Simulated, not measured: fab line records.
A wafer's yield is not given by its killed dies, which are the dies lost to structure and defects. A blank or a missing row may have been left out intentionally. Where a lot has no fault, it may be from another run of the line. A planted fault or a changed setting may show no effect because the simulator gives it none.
Chamber matching ; flow n5Finfet ; 4 sister chambers for N5_DUMMY_GATE_ETCH_42 on rieDiel-03
The step etches SiO2 in CHF3/O2, target depth 3.5 nm, time 31 s. 8 wafers are shown with their chamber, then 10 later ones without.

== WAFERS, EACH WITH ITS CHAMBER ==
wafer;chamber;throttleValvePct (%);showerheadPlenumPTorr (Torr)
L084.5;2;18.73;2.46
L085.3;3;18.91;2.39
L085.4;2;18.73;2.45
L089.1;0;18.53;2.37
L089.4;1;19.13;2.48
L089.6;3;18.93;2.39
L091.2;0;18.53;2.36
L091.5;1;19.17;2.48

== WAFERS WHOSE CHAMBER IS MISSING ==
wafer;throttleValvePct (%);showerheadPlenumPTorr (Torr)
L091.6;18.93;2.39
L094.1;18.35;2.45
L094.4;19.18;2.48
L094.5;18.93;2.39
L095.1;18.55;2.36
L095.3;19.18;2.47
L095.4;18.35;2.45
L097.2;18.95;2.38
L097.3;18.37;2.45
L097.5;18.95;2.38

== EACH ONE'S CHAMBER ==
wafer;from the rows above;in truth
L091.6;3;3
L094.1;0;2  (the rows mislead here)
L094.4;1;1
L094.5;3;3
L095.1;0;0
L095.3;1;1
L095.4;0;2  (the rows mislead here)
L097.2;3;3
L097.3;0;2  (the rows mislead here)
L097.5;3;3
Correct placement for 7 of the 10. Left unplaced by these rows: 0. Placed wrongly: 3.
How it was worked out, from the rows above alone: a wafer's distance from a chamber is the root of the sum, over the readings, of the square of ((its reading less the chamber's mean) divided by the reading's scatter). The wafer belongs to the nearest chamber; if the next one is less than 2 further off, it can't be placed. Each chamber's mean is taken over the wafers shown for it. The scatter: the root of (the sum of the squares of (reading less its chamber's mean) over the shown wafers, divided by (wafers less chambers)).
